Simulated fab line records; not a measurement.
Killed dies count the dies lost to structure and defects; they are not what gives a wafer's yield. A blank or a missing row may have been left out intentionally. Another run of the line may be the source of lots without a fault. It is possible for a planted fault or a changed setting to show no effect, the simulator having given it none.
Split-lot experiment ; flow n5-finfet ; 7 lots, 21 wafers read, on a route of 1938 steps

== THE SPLIT ITSELF ==
At N5_BEOL_M6_HM_DEP_02 (deposits TiN, target thk 20 nm), the setting target-thk-a was moved away from the recipe's 200 angstrom on 7 of the 21 wafers read, by -9.8% to +8.9%. This setting was run at the recipe's value on the other wafers.

== FROM THE SPLIT TO THE READING: what the file shows between them, 12 steps ==
- N5_BEOL_M6_COAT_59: time 60 s, resist thk 100 nm (also split here: spin-rpm)
- N5_BEOL_M6_COAT_60: time 60 s, resist thk 35 nm
- N5_BEOL_M6_COAT_05: resist thk 90 nm
- N5_BEOL_M6_DESCUM_16: chemistry O2, time 7.9 s
- N5_BEOL_M6_ETCH_61: etches SiARC in CF4, target depth 45.5 nm, time 75.8 s
- N5_BEOL_M6_ETCH_62: etches SOC in N2/H2, target depth 110 nm, overetch 22 nm, time 165 s
- N5_BEOL_M6_STRIP_68: strips in N2/H2
- N5_BEOL_M6_STRIP_67: strips in CF4
- N5_BEOL_M6_HM_OPEN_17: chemistry Cl2/BCl3, target TiN, target depth 20 nm, overetch 6 nm
- N5_BEOL_M6_STRIP_19: strips in O2
- N5_BEOL_M6_STRIP_76: strips in C4F6/O2
- N5_BEOL_M6_STRIP_36: strips in N2/H2

== THE READING ==
TiN_of_BEOL_M6_HM_DEP_02.thk-nm (the simulator's own value, which no gauge read), in nm, at N5_BEOL_M6_TRENCH_ETCH_37 (etches SiCOH lowk in C4F6/O2, target depth 94.435 nm, time 31.5 s). There is no usual value for it anywhere in the file. Average 17.3 nm, standard deviation 0.32 nm, over the 14 wafers here run with the recipe.

wafer;tool, chamber at the split;target-thk-a as run, angstrom;against the recipe;TiN_of_BEOL_M6_HM_DEP_02.thk-nm, nm;against lot-mates on the recipe
L078.2;pvd-sputter-03, -;200;recipe;17;-
L078.5;pvd-sputter-03, -;200;recipe;17;-
L078.4;pvd-sputter-03, -;200;recipe;16.8;-
L082.3;pvd-sputter-01, -;200;recipe;17.4;-
L082.4;pvd-sputter-01, -;200;recipe;17.4;-
L082.5;pvd-sputter-01, -;200;recipe;17.4;-
L087.2;pvd-sputter-02, -;200;recipe;17.4;-
L087.3;pvd-sputter-02, -;217.8;+8.9%;18.8;+1.4
L087.6;pvd-sputter-02, -;217.8;+8.9%;18.8;+1.4
L089.2;pvd-sputter-03, -;180.3;-9.8%;15.4;no lot-mate on the recipe
L089.3;pvd-sputter-03, -;180.3;-9.8%;15.6;no lot-mate on the recipe
L089.5;pvd-sputter-03, -;180.3;-9.8%;15.6;no lot-mate on the recipe
L088.1;pvd-sputter-03, -;200;recipe;17.4;-
L088.2;pvd-sputter-03, -;200;recipe;17.4;-
L088.3;pvd-sputter-03, -;200;recipe;17.4;-
L092.1;pvd-sputter-02, -;200;recipe;17.6;-
L092.2;pvd-sputter-02, -;210.1;+5.0%;18.6;+0.9
L092.5;pvd-sputter-02, -;200;recipe;17.8;-
L095.1;pvd-sputter-03, -;214.5;+7.3%;18.2;+1.4
L095.4;pvd-sputter-03, -;200;recipe;17;-
L095.6;pvd-sputter-03, -;200;recipe;16.6;-

FIT RESULTS
A straight line over all 21 wafers: TiN_of_BEOL_M6_HM_DEP_02.thk-nm changes by +0.174 nm for each +1% of target-thk-a; r = +0.95; the points scatter about the line by 0.3 nm.
The same after taking each lot's own level away (the mean of its wafers on the recipe; 18 wafers): +0.167 nm for each +1%; r = +0.98; scatter 0.11 nm.
On that fit, the largest move of target-thk-a shifts the reading by 1.6 nm.
Measured against the standard deviation above, the lots' own levels, which go from 16.80 to 17.70 nm, span 2.9 times it.
Consequently the slope shifts little with the lot-to-lot level, the two slopes agreeing.
Check: +1.54 nm against its lot-mates is what the line predicts for one of the wafers moved furthest among these (+8.9%) when that wafer is left out of the fit. Against them it came out at +1.4 nm.

== FURTHER SPLITS ON THESE WAFERS ==
Other splits were also applied to these wafers ahead of the reading. Each is held against what the fit with the lots' levels taken away leaves over:
other split on the same wafers;wafers away from the commonest value;r with TiN_of_BEOL_M6_HM_DEP_02.thk-nm (lot level and that fit taken away)
N5_BEOL_M2_TRENCH_ETCH_37 bias-w;7;-0.04
N5_BEOL_M3_COAT_76 spin-rpm;6;+0.11
N5_BEOL_M4_COAT_05 spin-rpm;7;-0.14
N5_BEOL_M4_ETCH_64 time-s;7;-0.10
N5_BEOL_M5_TRENCH_ETCH_37 bias-w;8;+0.11
N5_BEOL_M5_ETCH_41 source-w;7;-0.06
N5_BEOL_M6_COAT_59 spin-rpm;10;+0.52

== THE WHOLE CHAIN: every reading that the file lists as answering this split, in the file's order ==
step;what it does;reading;change (the file's fit);r (the file's)
N5_BEOL_M6_HM_DEP_02;deposits TiN, target thk 20 nm;TiN_of_BEOL_M6_HM_DEP_02.thk-nm (the simulator's own value, which no gauge read);+0.177 nm for each +1% of the setting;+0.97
N5_BEOL_M6_HM_OPEN_17;chemistry Cl2/BCl3, target TiN, target depth 20 nm, overetch 6 nm;etch.depth-nm (the simulator's own value, which no gauge read);+0.185 nm for each +1% of the setting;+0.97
N5_BEOL_M6_TRENCH_ETCH_37;etches SiCOH lowk in C4F6/O2, target depth 94.435 nm, time 31.5 s;TiN_of_BEOL_M6_HM_DEP_02.thk-nm (the simulator's own value, which no gauge read);+0.173 nm for each +1% of the setting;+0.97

== THE FILE'S OWN FIT ==
TiN_of_BEOL_M6_HM_DEP_02.thk-nm changes by +0.173 nm for each +1% of target-thk-a, r = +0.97.
